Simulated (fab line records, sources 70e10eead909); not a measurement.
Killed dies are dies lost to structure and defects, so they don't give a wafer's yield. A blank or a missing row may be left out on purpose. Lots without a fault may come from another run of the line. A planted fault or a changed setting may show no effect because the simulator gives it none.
Tool commonality check | flow nand_harc | 12 lots, 36 wafers sampled

WHY IT WAS OPENED
At NHARC_P_GATE_INSPECT_68 the reading raw_defect_count is flagged on 2 of 12 lots. Wafers without a fault read 189, standard deviation 63.
Rule: a lot is flagged when every wafer of it that has a number lies more than 4 standard deviations from that mean, or none has a number. The other lots count as sound.

lot  | measured     | on                | raw_defect_count, wafer by wafer | flag
L553 | day 7 08:13  | defect_inspect-01 | 127 252 142                      |
L554 | day 7 18:38  | defect_inspect-01 | 226 224 295                      |
L556 | day 8 05:40  | defect_inspect-02 | 165 226 175                      |
L559 | day 9 21:09  | defect_inspect-02 | 235 224 357                      |
L560 | day 10 00:38 | defect_inspect-01 | 840 884 858                      | FLAGGED
L563 | day 11 15:08 | defect_inspect-02 | 823 822 831                      | FLAGGED
L568 | day 13 13:39 | defect_inspect-01 | 173 148 125                      |
L569 | day 13 21:26 | defect_inspect-01 | 219 228 268                      |
L571 | day 14 19:18 | defect_inspect-02 | 352 166 155                      |
L570 | day 14 19:23 | defect_inspect-01 | 218 263 263                      |
L572 | day 14 21:25 | defect_inspect-01 | 260 217 222                      |
L573 | day 15 09:51 | defect_inspect-01 | 266 283 216                      |
The numbers of the flagged lots are 843 on average: +654 against the usual, or +10 standard deviations.

WHICH TOOL RAN EACH LOT
The record holds 3 process steps before the reading, out of a route of 1302 steps. In each cell: the tool, then ch and the chambers that the sampled wafers went through, then the start.
lot  | flag    | NHARC_P_GATE_HM_OPEN_105           | NHARC_P_GATE_STRIP_75                | NHARC_P_GATE_RTA_82
L553 |         | rie_diel-07 ch 1,2,3, day 6 14:00  | plasma_asher-01 ch 0,1, day 7 02:31  | rtp_anneal-02 ch 0, day 7 08:03
L554 |         | rie_diel-01 ch 0,2,3, day 6 20:00  | plasma_asher-02 ch 0,1, day 7 13:05  | rtp_anneal-01 ch 0, day 7 18:30
L556 |         | rie_diel-01 ch 0,1, day 7 11:00    | plasma_asher-02 ch 0,1, day 7 23:49  | rtp_anneal-01 ch 0, day 8 05:28
L559 |         | rie_diel-01 ch 2,3, day 9 03:00    | plasma_asher-01 ch 0,1, day 9 15:35  | rtp_anneal-01 ch 0, day 9 20:59
L560 | FLAGGED | rie_diel-01 ch 0,3, day 9 06:00    | plasma_asher-01 ch 1, day 9 19:05    | rtp_anneal-01 ch 0, day 10 00:26
L563 | FLAGGED | rie_diel-01 ch 1,2, day 10 18:00   | plasma_asher-01 ch 0,1, day 11 08:58 | rtp_anneal-01 ch 0, day 11 14:56
L568 |         | rie_diel-11 ch 1,2, day 12 19:00   | plasma_asher-02 ch 0,1, day 13 07:59 | rtp_anneal-01 ch 0, day 13 13:32
L569 |         | rie_diel-01 ch 0,1,2, day 13 03:00 | plasma_asher-02 ch 0, day 13 15:45   | rtp_anneal-02 ch 0, day 13 21:16
L571 |         | rie_diel-07 ch 0,1,3, day 14 00:00 | plasma_asher-01 ch 0,1, day 14 12:40 | rtp_anneal-01 ch 0, day 14 19:10
L570 |         | rie_diel-11 ch 0,1,2, day 14 00:00 | plasma_asher-02 ch 0,1, day 14 13:05 | rtp_anneal-02 ch 0, day 14 19:11
L572 |         | rie_diel-07 ch 0,1,3, day 14 02:00 | plasma_asher-01 ch 0,1, day 14 15:58 | rtp_anneal-01 ch 0, day 14 21:14
L573 |         | rie_diel-11 ch 0,3, day 14 15:00   | plasma_asher-02 ch 0,1, day 15 04:10 | rtp_anneal-02 ch 0, day 15 09:39
What these steps do:
- NHARC_P_GATE_HM_OPEN_105: chemistry O2/COS, target depth 360 nm.
- NHARC_P_GATE_STRIP_75: strips in O2.
- NHARC_P_GATE_RTA_82: time 30 s.
- NHARC_P_GATE_INSPECT_68

FLAGGED OVER TOTAL, TOOL BY TOOL (the gauges that took the reading come last)
step                     | tool              | lots run | flagged | share of the flagged lots | sound lots run after its first flagged lot
NHARC_P_GATE_HM_OPEN_105 | rie_diel-01       | 6        | 2       | all                       | 1 (L569)
NHARC_P_GATE_HM_OPEN_105 | rie_diel-07       | 3        | 0       | none                      | -
NHARC_P_GATE_HM_OPEN_105 | rie_diel-11       | 3        | 0       | none                      | -
NHARC_P_GATE_STRIP_75    | plasma_asher-01   | 6        | 2       | all                       | 2 (L571,L572)
NHARC_P_GATE_STRIP_75    | plasma_asher-02   | 6        | 0       | none                      | -
NHARC_P_GATE_RTA_82      | rtp_anneal-01     | 8        | 2       | all                       | 3 (L568,L571,L572)
NHARC_P_GATE_RTA_82      | rtp_anneal-02     | 4        | 0       | none                      | -
NHARC_P_GATE_INSPECT_68  | defect_inspect-01 | 8        | 1       | some                      | 5 (L568,L569,L570,L572,L573)
NHARC_P_GATE_INSPECT_68  | defect_inspect-02 | 4        | 1       | some                      | 1 (L571)

WHAT THE TABLE ALLOWS
3 rows of the table ran every flagged lot: rie_diel-01 at NHARC_P_GATE_HM_OPEN_105, plasma_asher-01 at NHARC_P_GATE_STRIP_75, rtp_anneal-01 at NHARC_P_GATE_RTA_82.
- rie_diel-01 at NHARC_P_GATE_HM_OPEN_105: 2 of its 6 lots flagged. Sound lots ran on it after the first flagged one (L569), which a lasting fault on the whole tool wouldn't allow.
- plasma_asher-01 at NHARC_P_GATE_STRIP_75: 2 of its 6 lots flagged. Sound lots ran on it after the first flagged one (L571, L572), which a lasting fault on the whole tool wouldn't allow.
- rtp_anneal-01 at NHARC_P_GATE_RTA_82: 2 of its 8 lots flagged. Sound lots ran on it after the first flagged one (L568, L571, L572), which a lasting fault on the whole tool wouldn't allow.
No row of the table ran every flagged lot and no sound lot after the first.

WHAT THE SIMULATOR HAD PUT IN
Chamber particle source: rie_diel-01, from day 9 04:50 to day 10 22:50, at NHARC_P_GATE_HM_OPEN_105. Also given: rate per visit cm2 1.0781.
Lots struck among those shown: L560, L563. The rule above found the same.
